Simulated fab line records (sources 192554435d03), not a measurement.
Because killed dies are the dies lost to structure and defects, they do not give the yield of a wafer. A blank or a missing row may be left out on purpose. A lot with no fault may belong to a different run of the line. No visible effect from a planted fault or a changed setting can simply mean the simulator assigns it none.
Which tool was responsible? | flow n5 finfet | 28 wafers from 10 lots sampled at 4 of the route's 1938 steps

== WHAT EACH GAUGE READ, for each wafer ==
N5_BEOL_M12_THK_MEAS_01.
lot  | measured     | on            | M12_ILD_THK (nm)
L339 | day 11 18:29 | film metro-02 | 645 668 664
L345 | day 13 03:56 | film metro-01 | 653 677 665
L347 | day 13 08:05 | film metro-01 | 846 662 836
L348 | day 13 12:14 | film metro-02 | 656 838
L354 | day 14 20:46 | film metro-01 | 666 664 672
L352 | day 15 02:24 | film metro-01 | 660 668 653
L357 | day 15 17:51 | film metro-01 | 654 642 648
L355 | day 16 06:55 | film metro-01 | 637 638 655
L360 | day 16 11:44 | film metro-02 | 652 652 660
L361 | day 17 00:06 | film metro-02 | 649 646

== WHICH TOOL RAN EACH LOT (tool, then ch and the chambers of the sampled wafers, then the start) ==
lot  | N5_BEOL_M11_ETCH_65                | N5_BEOL_M11_CURE_72           | N5_BEOL_M12_ILD_DEP_00
L339 | rie diel-04 ch 0,2,3, day 11 14:07 | uv cure-01 ch 0, day 11 14:46 | pecvd-02 ch 0,1, day 11 18:21
L345 | rie diel-03 ch 0,1, day 12 23:31   | uv cure-01 ch 1, day 13 00:23 | pecvd-02 ch 0,2, day 13 03:48
L347 | rie diel-06 ch 1,3, day 13 04:38   | uv cure-02 ch 1, day 13 05:22 | pecvd-03 ch 0,1,2, day 13 07:57
L348 | rie diel-04 ch 0,1, day 13 07:21   | uv cure-01 ch 0, day 13 08:10 | pecvd-03 ch 0,2, day 13 12:09
L354 | rie diel-04 ch 0,1,2, day 14 15:37 | uv cure-03 ch 2, day 14 16:16 | pecvd-01 ch 1,2, day 14 20:38
L352 | rie diel-04 ch 0,2, day 14 20:55   | uv cure-02 ch 0, day 14 21:34 | pecvd-02 ch 1,2, day 15 02:16
L357 | rie diel-04 ch 0,3, day 15 13:44   | uv cure-03 ch 0, day 15 14:23 | pecvd-02 ch 0,2, day 15 17:43
L355 | rie diel-06 ch 1,2,3, day 16 03:14 | uv cure-03 ch 0, day 16 03:54 | pecvd-03 ch 0,1,2, day 16 06:46
L360 | rie diel-06 ch 1,2, day 16 06:41   | uv cure-01 ch 1, day 16 07:26 | pecvd-03 ch 0,1,2, day 16 11:36
L361 | rie diel-06 ch 0,3, day 16 20:19   | uv cure-02 ch 0, day 16 21:04 | pecvd-03 ch 1,2, day 16 23:58
- N5_BEOL_M11_ETCH_65: etches SiARC in CF4, target depth 39 nm, time 65 s.
- N5_BEOL_M11_CURE_72: cures SiCOH lowk, time 120 s.
- N5_BEOL_M12_ILD_DEP_00: deposits SiOC from DEMS/O2, target thk 658.92 nm, time 130.7 s.

== THE ANSWER, worked out from the rows above alone ==
Rule: usual is defined by the lots themselves. The widest of any qualifying gaps counts: lots, ordered by their means at a reading, are off when they make up no more than a third of the lots, leave a main group of 4 or more, and stand apart from it by 3 or more times the standard deviation of that group's means. A main group whose means are all the same, to the digits that the tables above print for the reading, isn't used. Also off: a lot with no number at a reading for which 4 or more lots have one. Any other lot the step has rows for is counted as sound.
Off: L347, L348, at N5_BEOL_M12_THK_MEAS_01 (M12_ILD_THK). Mean 656 nm and standard deviation 8.2 in the main group.
If a tool, at a process step before that reading, ran all the lots that are off and no sound lot after the first of them, it fits. Those tools and the gauges at N5_BEOL_M12_THK_MEAS_01 are tried in the same way. Of those tried, none fits.

== WHAT THE SIMULATOR HAD INSERTED ==
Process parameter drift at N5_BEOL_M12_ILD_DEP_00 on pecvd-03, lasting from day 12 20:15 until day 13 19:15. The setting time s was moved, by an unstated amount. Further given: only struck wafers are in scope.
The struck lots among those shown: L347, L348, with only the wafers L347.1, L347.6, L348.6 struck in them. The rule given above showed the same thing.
